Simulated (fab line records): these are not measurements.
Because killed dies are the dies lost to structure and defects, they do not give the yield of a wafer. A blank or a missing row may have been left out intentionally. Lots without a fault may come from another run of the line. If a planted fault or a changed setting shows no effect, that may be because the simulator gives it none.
Which of the tools did it? | flow nand harc | 12 lots, 36 wafers sampled, at 4 steps of a route of 1302

== WHAT THE GAUGES SHOWED, per wafer ==
NHARC_A_BONDPAD_OVL_MEAS_35.
lot  | measured     | on         | overlay x nm (nm)
L076 | day 23 12:20 | overlay-02 | -6 -6 -6
L078 | day 24 00:42 | overlay-02 | -5 -5 -5
L079 | day 24 09:14 | overlay-02 | 4 4 4
L080 | day 25 03:52 | overlay-02 | 0 0 0
L082 | day 26 13:55 | overlay-02 | 5 5 5
L085 | day 27 02:37 | overlay-01 | 1 2 1
L087 | day 28 08:38 | overlay-02 | 0 0 0
L091 | day 29 05:22 | overlay-02 | 6 7 6
L089 | day 29 13:24 | overlay-02 | -8 -8 -8
L095 | day 31 06:02 | overlay-01 | 0 0 1
L094 | day 31 11:20 | overlay-01 | 7 6 6
L097 | day 33 16:01 | overlay-01 | 1 1 1

== EACH LOT AND THE TOOL THAT RAN IT (in order: tool; ch and the chambers of the sampled wafers; start) ==
lot  | NHARC_A_BLC_ETCH_16                | NHARC_A_BLC_ETCH_18                           | NHARC_A_M1_DESCUM_14
L076 | rie diel-09 ch 2,3, day 22 23:43   | rie diel-09 ch 0,1,3, day 23 07:37 or earlier | rie diel-07 ch 1,2,3, day 23 07:37
L078 | rie diel-09 ch 2,3, day 23 11:56   | rie diel-09 ch 0,2, day 23 20:14 or earlier   | rie diel-02 ch 0,2, day 23 20:14
L079 | rie diel-09 ch 1,2,3, day 23 20:45 | rie diel-09 ch 1,3, day 24 04:40 or earlier   | rie diel-07 ch 1,3, day 24 04:40
L080 | rie diel-13 ch 0,2, day 24 15:25   | rie diel-13 ch 1,3, day 24 23:18 or earlier   | rie diel-07 ch 1,3, day 24 23:18
L082 | rie diel-13 ch 0,2,3, day 26 00:26 | rie diel-13 ch 2,3, day 26 08:36 or earlier   | rie diel-02 ch 0,2,3, day 26 08:36
L085 | rie diel-10 ch 0,1, day 26 14:01   | rie diel-10 ch 1,2,3, day 26 21:56 or earlier | rie diel-07 ch 0,1, day 26 21:56
L087 | rie diel-13 ch 1,2,3, day 27 19:47 | rie diel-13 ch 0,2,3, day 28 03:54 or earlier | rie diel-04 ch 0,2,3, day 28 03:54
L091 | rie diel-09 ch 1,3, day 28 16:35   | rie diel-09 ch 0,1,3, day 29 00:37 or earlier | rie diel-02 ch 1,2, day 29 00:37
L089 | rie diel-09 ch 1,3, day 29 00:38   | rie diel-09 ch 1,2,3, day 29 08:44 or earlier | rie diel-04 ch 0,1, day 29 08:44
L095 | rie diel-09 ch 2,3, day 30 17:23   | rie diel-09 ch 0,2,3, day 31 01:27 or earlier | rie diel-04 ch 0,2, day 31 01:27
L094 | rie diel-09 ch 1,2,3, day 30 22:39 | rie diel-09 ch 0,2,3, day 31 06:40 or earlier | rie diel-04 ch 1,3, day 31 06:40
L097 | rie diel-13 ch 0,2,3, day 33 03:25 | rie diel-13 ch 0,1,3, day 33 11:19 or earlier | rie diel-04 ch 0,2,3, day 33 11:19
- NHARC_A_BLC_ETCH_16: etches the open film in CF4, target depth 39 nm, time 65 s.
- NHARC_A_BLC_ETCH_18: etches the open film in C4F8/O2/Ar, target depth 910 nm.
- NHARC_A_M1_DESCUM_14: chemistry O2, time 3 s.

== THE ANSWER, worked out from the rows above alone ==
Rule: usual is defined by the lots themselves. The widest of any qualifying gaps counts: lots, ordered by their means at a reading, are off when they make up no more than a third of the lots, leave a main group of 4 or more, and stand apart from it by 3 or more times the standard deviation of that group's means. A main group whose means are all the same, to the digits that the tables above print for the reading, isn't used. A lot without any number at a reading at which 4 lots or more have one is off too. All remaining lots with rows at the step are treated as sound.
None of the lots is off at any reading shown; this tells nothing.

== WHAT THE SIMULATOR PUT IN ==
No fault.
